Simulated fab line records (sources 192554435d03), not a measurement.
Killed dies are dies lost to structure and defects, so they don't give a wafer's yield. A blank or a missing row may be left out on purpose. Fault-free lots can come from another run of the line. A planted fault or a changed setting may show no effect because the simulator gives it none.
Split-lot trial ; flow n5_finfet ; route with 1938 steps; 7 lots, 21 wafers read

## ON THE SPLIT
At N5_BEOL_M14_TRENCH_ETCH_34 (etches SiO2 in C4F8/O2/Ar, target depth 556.65 nm, time 126.9 s), the setting time_s was moved away from the recipe's 126.9 s on 8 of the 21 wafers read, by -16.5% to +21.4%. This setting was run at the recipe's value on the other wafers.

## FROM THE SPLIT ON TO THE READING: in between, the file shows 1 step
- N5_BEOL_M14_STRIP_70: strips in C4F8/O2/Ar

## THE READING
trench_depth_nm, in nm, at N5_BEOL_M14_OCD_MEAS_35. Fault-free wafers of this fab line usually give 557 nm, standard deviation 13 nm.

wafer;tool, chamber at the split;time_s as run, s;against the recipe;trench_depth_nm, nm;against lot-mates on the recipe
L076.2;rie_diel-04, 1;126.9;recipe;561;-
L076.4;rie_diel-04, 3;126.9;recipe;560;-
L076.5;rie_diel-04, 1;112.4;-11.4%;498;-62
L078.4;rie_diel-03, 2;126.9;recipe;565;-
L078.5;rie_diel-03, 0;105.9;-16.5%;464;-101
L078.6;rie_diel-03, 3;105.9;-16.5%;479;-86
L080.2;rie_diel-03, 3;126.9;recipe;570;-
L080.3;rie_diel-03, 0;154.1;+21.4%;675;+105
L080.4;rie_diel-03, 1;154.1;+21.4%;649;+79
L088.1;rie_diel-03, 0;126.9;recipe;547;-
L088.2;rie_diel-03, 3;134.2;+5.8%;603;+63
L088.4;rie_diel-03, 1;126.9;recipe;533;-
L087.1;rie_diel-04, 0;126.9;recipe;539;-
L087.2;rie_diel-04, 2;126.9;recipe;558;-
L087.5;rie_diel-04, 0;142.5;+12.3%;605;+56
L089.1;rie_diel-03, 3;126.9;recipe;570;-
L089.3;rie_diel-03, 1;126.9;recipe;532;-
L089.4;rie_diel-03, 0;126.9;recipe;551;-
L097.1;rie_diel-03, 0;126.9;recipe;546;-
L097.3;rie_diel-03, 3;145.5;+14.7%;647;+111
L097.5;rie_diel-03, 1;126.9;recipe;526;-

THE FIT
A straight line over all 21 wafers: trench_depth_nm changes by +5.16 nm for each +1% of time_s; r = +0.96; the points scatter about the line by 15 nm.
The same after taking each lot's own level away (the mean of its wafers on the recipe; 21 wafers): +5.23 nm for each +1%; r = +0.96; scatter 16 nm.
That fit puts the effect of the largest move of time_s on the reading at 1.1e+02 nm.
The span of the lots' own levels, 536.0 to 570.0 nm, comes to 2.6 times the standard deviation stated above.
Hence the lot-to-lot level has little effect on the slope; both slopes agree.
Check: with one of the wafers moved furthest among these (+21.4%) left out of the fit, the line predicts +115 nm for it against its lot-mates. Against them it came out at +105 nm.

## THESE WAFERS: OTHER SPLITS
Before the reading, these wafers also passed through other splits. Each is held against what the fit with the lots' levels taken away leaves over:
other split on the same wafers;wafers away from the commonest value;r with trench_depth_nm (lot level and that fit taken away)
N5_BEOL_M11_ETCH_41 time_s;8;+0.14
N5_BEOL_M12_DEP_53 time_s;4;+0.08
N5_BEOL_M13_COAT_04 spin_rpm;6;-0.08
N5_BEOL_M13_CMP_49 down_force_psi;12;+0.50
N5_BEOL_M14_COAT_04 spin_rpm;10;-0.36

## THE WHOLE CHAIN: every reading that the file lists as answering this split, in the file's order
step;what it does;reading;change (the file's fit);r (the file's)
N5_BEOL_M14_TRENCH_ETCH_34;etches SiO2 in C4F8/O2/Ar, target depth 556.65 nm, time 126.9 s;etch.depth_nm (the simulator's own value, which no gauge read);+5.48 nm for each +1% of the setting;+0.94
N5_BEOL_M14_OCD_MEAS_35;;trench_depth_nm;+5.47 nm for each +1% of the setting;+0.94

## THE FILE'S OWN FIT
trench_depth_nm changes by +5.47 nm for each +1% of time_s, r = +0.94.
